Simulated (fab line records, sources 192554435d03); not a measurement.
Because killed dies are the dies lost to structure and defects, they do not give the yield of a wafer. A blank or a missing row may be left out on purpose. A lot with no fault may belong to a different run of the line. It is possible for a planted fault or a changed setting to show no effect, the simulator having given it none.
Chamber matching | flow n5-finfet | N5_BEOL_M13_ETCH_59 on rie-diel-01: 4 sister chambers
The step etches BARC in N2/H2, target depth 89 nm, overetch 26.7 nm, time 67.9 s. 8 wafers are shown with their chamber, then 8 later ones without.

WAFERS WITH THEIR CHAMBER
wafer  | chamber | drypump-motor-current-A (A) | showerhead-plenum-p-Torr (Torr)
L074.1 | 1       | 5.46                        | 2.60
L074.5 | 2       | 5.77                        | 2.60
L088.4 | 0       | 5.41                        | 2.41
L088.5 | 3       | 5.15                        | 2.55
L091.1 | 1       | 5.49                        | 2.59
L091.4 | 2       | 5.73                        | 2.58
L091.5 | 0       | 5.43                        | 2.41
L094.1 | 3       | 5.17                        | 2.55

WAFERS WHOSE CHAMBER IS MISSING
wafer  | drypump-motor-current-A (A) | showerhead-plenum-p-Torr (Torr)
L094.2 | 5.47                        | 2.58
L094.6 | 5.43                        | 2.41
L097.1 | 5.16                        | 2.55
L097.2 | 5.48                        | 2.58
L097.3 | 5.81                        | 2.58
L095.3 | 5.80                        | 2.58
L095.5 | 5.15                        | 2.55
L095.6 | 5.76                        | 2.58

WHICH CHAMBER EACH ONE RAN IN
wafer  | from the rows above | in truth
L094.2 | 1                   | 1
L094.6 | 0                   | 0
L097.1 | 3                   | 3
L097.2 | 1                   | 1
L097.3 | 2                   | 2
L095.3 | 2                   | 2
L095.5 | 3                   | 3
L095.6 | 2                   | 2
Placed correctly: 8 of 8. Number that these rows cannot place: 0. Wrongly placed: 0.
How it was worked out, from the rows above alone: a wafer's distance from a chamber is the root of the sum, over the readings, of the square of ((its reading less the chamber's mean) divided by the reading's scatter). If the next closest chamber is less than 2 further off than the closest, the wafer can't be placed; otherwise it belongs to the closest. A chamber's mean is the mean of its shown wafers. The scatter: take each reading less its chamber's mean, square it, sum over the shown wafers, divide by the number of wafers less the number of chambers, and take the root.
